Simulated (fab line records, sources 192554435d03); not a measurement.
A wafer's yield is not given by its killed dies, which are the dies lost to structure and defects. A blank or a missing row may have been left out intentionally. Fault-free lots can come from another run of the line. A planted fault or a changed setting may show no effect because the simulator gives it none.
Split-lot trial + flow n5 finfet + 21 wafers read from 7 lots, route of 1938 steps

== THE SPLIT ITSELF ==
At N5_BEOL_M15_COAT_04 (resist thk 800 nm), the setting spin rpm was moved away from the recipe's 1704 rpm on 4 of the 21 wafers read, by -10.7% to +6.4%. All remaining wafers had this setting at the recipe value.

== FROM THE SPLIT TO THE READING: what the file shows between them, 4 steps ==
- N5_BEOL_M15_EBR_06
- N5_BEOL_M15_SOFTBAKE_05: time 60 s
- N5_BEOL_M15_DESCUM_15: chemistry O2, time 7.9 s
- N5_BEOL_M15_ETCH_59: etches BARC in N2/H2, target depth 89 nm, overetch 26.7 nm, time 67.9 s

== THE READING ==
coat_of_BEOL_M15_COAT_04.thk nm (the simulator's own value, which no gauge read), in nm, at N5_BEOL_M15_VIA_ETCH_16 (etches SiO2 in C4F8/O2/Ar, target depth 1792.2 nm). The file does not state a usual value for it. Across the 17 wafers here that went through the recipe, the average is 330.3 nm and the standard deviation 4.6 nm.

| wafer  | tool, chamber at the split | spin rpm as run, rpm | against the recipe | coat_of_BEOL_M15_COAT_04.thk nm, nm | against lot-mates on the recipe |
|--------|----------------------------|----------------------|--------------------|-------------------------------------|---------------------------------|
| L074.1 | litho track-02, 0          | 1784                 | +4.7%              | 316.6                               | -15.5                           |
| L074.2 | litho track-02, 0          | 1704                 | recipe             | 333.4                               | -                               |
| L074.4 | litho track-02, 0          | 1704                 | recipe             | 330.8                               | -                               |
| L076.1 | litho track-02, 0          | 1704                 | recipe             | 331.6                               | -                               |
| L076.4 | litho track-02, 0          | 1704                 | recipe             | 328                                 | -                               |
| L076.5 | litho track-02, 0          | 1704                 | recipe             | 325.8                               | -                               |
| L075.3 | litho track-02, 0          | 1704                 | recipe             | 330.2                               | -                               |
| L075.5 | litho track-02, 0          | 1704                 | recipe             | 330.2                               | -                               |
| L075.4 | litho track-02, 0          | 1704                 | recipe             | 325                                 | -                               |
| L077.1 | litho track-04, 0          | 1704                 | recipe             | 328.8                               | -                               |
| L077.3 | litho track-04, 0          | 1704                 | recipe             | 325                                 | -                               |
| L077.6 | litho track-04, 0          | 1704                 | recipe             | 325.6                               | -                               |
| L080.4 | litho track-03, 0          | 1813                 | +6.4%              | 300.2                               | -38.5                           |
| L080.5 | litho track-03, 0          | 1704                 | recipe             | 341.2                               | -                               |
| L080.6 | litho track-03, 0          | 1704                 | recipe             | 336.2                               | -                               |
| L083.1 | litho track-02, 0          | 1521                 | -10.7%             | 386.2                               | +55.8                           |
| L083.2 | litho track-02, 0          | 1521                 | -10.7%             | 371                                 | +40.6                           |
| L083.6 | litho track-02, 0          | 1704                 | recipe             | 330.4                               | -                               |
| L090.4 | litho track-03, 0          | 1704                 | recipe             | 323.8                               | -                               |
| L090.5 | litho track-03, 0          | 1704                 | recipe             | 337.4                               | -                               |
| L090.6 | litho track-03, 0          | 1704                 | recipe             | 331                                 | -                               |

THE FIT
A straight line over all 21 wafers: coat_of_BEOL_M15_COAT_04.thk nm changes by -4.4 nm for each +1% of spin rpm; r = -0.96; the points scatter about the line by 5.3 nm.
The same after taking each lot's own level away (the mean of its wafers on the recipe; 21 wafers): -4.62 nm for each +1%; r = -0.97; scatter 4.5 nm.
The reading moves by 50 nm for the largest change in spin rpm, on that fit.
The lots' own levels span 326.47 to 338.70 nm, that is 2.6 times the standard deviation above.
Hence the lot-to-lot level has little effect on the slope; both slopes agree.
Check: for one of the wafers moved furthest among these (-10.7%), held out of the fit, the line's prediction against its lot-mates is +44.9 nm. Against them it came out at +55.8 nm.

== THE WHOLE CHAIN: every reading that the file lists as answering this split, in the file's order ==
| step                    | what it does                                      | reading                                                                          | change (the file's fit)              | r (the file's) |
|-------------------------|---------------------------------------------------|----------------------------------------------------------------------------------|--------------------------------------|----------------|
| N5_BEOL_M15_COAT_04     | resist thk 800 nm                                 | coat_of_BEOL_M15_COAT_04.thk nm (the simulator's own value, which no gauge read) | -4.05 nm for each +1% of the setting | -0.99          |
| N5_BEOL_M15_DESCUM_15   | chemistry O2, time 7.9 s                          | coat_of_BEOL_M15_COAT_04.thk nm (the simulator's own value, which no gauge read) | -4.07 nm for each +1% of the setting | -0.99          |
| N5_BEOL_M15_VIA_ETCH_16 | etches SiO2 in C4F8/O2/Ar, target depth 1792.2 nm | coat_of_BEOL_M15_COAT_04.thk nm (the simulator's own value, which no gauge read) | -4.69 nm for each +1% of the setting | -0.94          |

== THE FILE'S OWN FIT ==
coat_of_BEOL_M15_COAT_04.thk nm changes by -4.69 nm for each +1% of spin rpm, r = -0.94.
